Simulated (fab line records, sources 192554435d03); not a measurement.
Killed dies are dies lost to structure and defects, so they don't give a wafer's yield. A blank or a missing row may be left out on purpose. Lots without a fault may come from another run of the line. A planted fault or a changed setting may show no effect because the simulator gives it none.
Split-lot experiment | flow n5_finfet | 7 lots, 21 wafers read, on a route of 1938 steps

THE SPLIT
At N5_BEOL_M6_COAT_60 (time 60 s, resist thk 35 nm), the setting spin_rpm was moved away from the recipe's 1500 rpm on 4 of the 21 wafers read, by -8.0% to +7.1%. The other wafers ran this setting at the recipe's value.

FROM THE SPLIT TO THE READING: what the file shows between them, 3 steps
- N5_BEOL_M6_COAT_05: resist thk 90 nm
- N5_BEOL_M6_EBR_07
- N5_BEOL_M6_DESCUM_16: chemistry O2, time 7.9 s

THE READING
CAR-ArF_of_BEOL_M6_COAT_05.thk_nm (the simulator's own value, which no gauge read), in nm, at N5_BEOL_M6_ETCH_61 (etches SiARC in CF4, target depth 45.5 nm, time 75.8 s). The file gives no usual value for it. The 17 wafers here that ran the recipe average 50.9 nm, standard deviation 0.3 nm.

wafer  | tool, chamber at the split | spin_rpm as run, rpm | against the recipe | CAR-ArF_of_BEOL_M6_COAT_05.thk_nm, nm | against lot-mates on the recipe
L074.2 | litho_track-05, 0          | 1500                 | recipe             | 51                                    | -
L074.3 | litho_track-05, 0          | 1500                 | recipe             | 51.2                                  | -
L074.5 | litho_track-05, 0          | 1500                 | recipe             | 51                                    | -
L080.2 | litho_track-04, 0          | 1560                 | +4.0%              | 51.6                                  | +0.8
L080.5 | litho_track-04, 0          | 1560                 | +4.0%              | 51.2                                  | +0.4
L080.6 | litho_track-04, 0          | 1500                 | recipe             | 50.8                                  | -
L082.1 | litho_track-04, 0          | 1500                 | recipe             | 50.4                                  | -
L082.2 | litho_track-04, 0          | 1500                 | recipe             | 50.6                                  | -
L082.5 | litho_track-04, 0          | 1500                 | recipe             | 50.4                                  | -
L084.1 | litho_track-04, 0          | 1500                 | recipe             | 50.8                                  | -
L084.2 | litho_track-04, 0          | 1380                 | -8.0%              | 49                                    | -1.6
L084.3 | litho_track-04, 0          | 1500                 | recipe             | 50.4                                  | -
L087.1 | litho_track-04, 0          | 1500                 | recipe             | 51.4                                  | -
L087.3 | litho_track-04, 0          | 1500                 | recipe             | 51                                    | -
L087.6 | litho_track-04, 0          | 1500                 | recipe             | 51.4                                  | -
L089.1 | litho_track-04, 0          | 1500                 | recipe             | 50.8                                  | -
L089.4 | litho_track-04, 0          | 1607                 | +7.1%              | 51.8                                  | +0.9
L089.6 | litho_track-04, 0          | 1500                 | recipe             | 51                                    | -
L092.1 | litho_track-04, 0          | 1500                 | recipe             | 50.8                                  | -
L092.2 | litho_track-04, 0          | 1500                 | recipe             | 50.8                                  | -
L092.4 | litho_track-04, 0          | 1500                 | recipe             | 50.8                                  | -

THE FIT
A straight line over all 21 wafers: CAR-ArF_of_BEOL_M6_COAT_05.thk_nm changes by +0.179 nm for each +1% of spin_rpm; r = +0.84; the points scatter about the line by 0.31 nm.
The same after taking each lot's own level away (the mean of its wafers on the recipe; 21 wafers): +0.165 nm for each +1%; r = +0.94; scatter 0.16 nm.
On that fit, the largest move of spin_rpm shifts the reading by 1.3 nm.
The lots' own levels span 50.47 to 51.27 nm, that is 2.7 times the standard deviation above.
So the lot-to-lot level changes the slope little: the two slopes agree.
Check: with one of the wafers moved furthest among these (-8.0%) left out of the fit, the line predicts -1.08 nm for it against its lot-mates. It came out at -1.6 nm against them.

THE WHOLE CHAIN: every reading that the file lists as answering this split, in the file's order
step               | what it does                                           | reading                                                                            | change (the file's fit)               | r (the file's)
N5_BEOL_M6_COAT_60 | time 60 s, resist thk 35 nm                            | SiARC_of_BEOL_M6_COAT_60.thk_nm (the simulator's own value, which no gauge read)   | -0.182 nm for each +1% of the setting | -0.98
N5_BEOL_M6_ETCH_61 | etches SiARC in CF4, target depth 45.5 nm, time 75.8 s | etch.depth_nm (the simulator's own value, which no gauge read)                     | -0.178 nm for each +1% of the setting | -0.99
N5_BEOL_M6_ETCH_61 | etches SiARC in CF4, target depth 45.5 nm, time 75.8 s | CAR-ArF_of_BEOL_M6_COAT_05.thk_nm (the simulator's own value, which no gauge read) | +0.165 nm for each +1% of the setting | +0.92

THE FILE'S OWN FIT
CAR-ArF_of_BEOL_M6_COAT_05.thk_nm changes by +0.165 nm for each +1% of spin_rpm, r = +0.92.
